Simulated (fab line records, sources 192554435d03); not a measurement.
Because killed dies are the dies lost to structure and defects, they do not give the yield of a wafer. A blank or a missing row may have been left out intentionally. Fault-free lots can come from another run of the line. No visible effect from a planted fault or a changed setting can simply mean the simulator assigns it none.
A lot that was struck, set against a sound lot | flow n5Finfet | 13 steps out of a route of 1938
Sound: the wafers L695.3, L695.4, L695.6. The struck wafers were L698.2, L698.4, L698.5. Last of all comes the cause.
Order at every step that has rows: each side's tool, ch and its chambers, its first start. Under that, the readings that differ: sound wafers | struck wafers | difference of the means | sigmas: that difference in standard deviations of wafers without a fault.
alike: a reading whose means differ by less than 2 such deviations, as well as words and numbers matching on both sides. not compared: withheld readings; readings where some wafer has no value; bounds like >300 that might hide an equal value; numbers whose values overlap and for which the record gives no deviation.
Wherever a step has rows on one side only, a row that says differs or no value, or a row with sigmas, the two part there. Numbers that don't overlap but have no deviation are shown without sigmas and don't part them. Lack of a reading on every wafer of one side parts them only where that side has two or more wafers.

first, 9 steps without rows for these wafers: N5_BEOL_M3_DEVELOP_27 (develop time 30 s); N5_BEOL_M3_DESCUM_33 (chemistry O2, time 7 s); N5_BEOL_M3_ETCH_77 (etches underlayer in N2/H2, target depth 6.5 nm, time 5.2 s); N5_BEOL_M3_ETCH_69 (etches SiARC in CF4, target depth 15.6 nm, time 26 s); N5_BEOL_M3_ALD_98 (deposits SiO2, target thk 2.5 nm, pulse time 1 s, co reactant pulse time 1 s); N5_BEOL_M3_ETCHBACK_99 (etches SiO2 in CHF3, target depth 5 nm, time 10.4 s); N5_BEOL_M3_ETCH_70 (etches SOC in N2/H2, target depth 80 nm, overetch 16 nm, time 120 s); N5_BEOL_M3_STRIP_71 (strips in N2/H2); N5_BEOL_M3_STRIP_78 (strips in N2/H2).
N5_BEOL_M3_VIA_ETCH_34: etches the open film in C4F6/O2, target depth 69.4 nm, time 65.9 s.
  sound on rieDiel-02 ch 0,1,3, day 8 02:20; struck on rieDiel-04 ch 0,1,2, day 9 01:47
  no value came back on the struck wafers for any of 9 readings (C4F6_flow_sccm (sccm), O2_flow_sccm (sccm) and others); on the sound wafers C4F6_flow_sccm (sccm) reads 10.03 10.03 9.98
reading                                   | sound        | struck       | difference | sigmas
model.SOC_of_BEOL_M3_COAT_67.thkNm (nm)   | 52 52.2 52.6 | 60.2 60 60.4 | +7.9       | 
model.SiARC_of_BEOL_M3_COAT_68.thkNm (nm) | 0 0 0        | 6.4 6.4 6.4  | +6.4       | 
  not compared: rfHoursCounterH
then, 1 step without rows for these wafers: N5_BEOL_M3_STRIP_83 (strips in C4F6/O2).
N5_BEOL_M4_RC_MEAS_101:
  the record has rows for the sound wafers here (prober-02 ch 0, day 8 15:10) and none for the struck ones
-- the record jumps here: 5 days lie between the struck wafers' starts before and after (it left off in module BEOL_M4 and takes up again in module PASSIVATION, whose first step shown is number 1936 of the route) --
N5_PASSIVATION_PROBE_49:
  rows exist in the record for the struck wafers here (prober-01, day 14 04:05), but not for the sound ones

== WHERE THEY PART ==
First at N5_BEOL_M3_VIA_ETCH_34; last, within this record, at N5_PASSIVATION_PROBE_49.

WHY: what the simulator had put in
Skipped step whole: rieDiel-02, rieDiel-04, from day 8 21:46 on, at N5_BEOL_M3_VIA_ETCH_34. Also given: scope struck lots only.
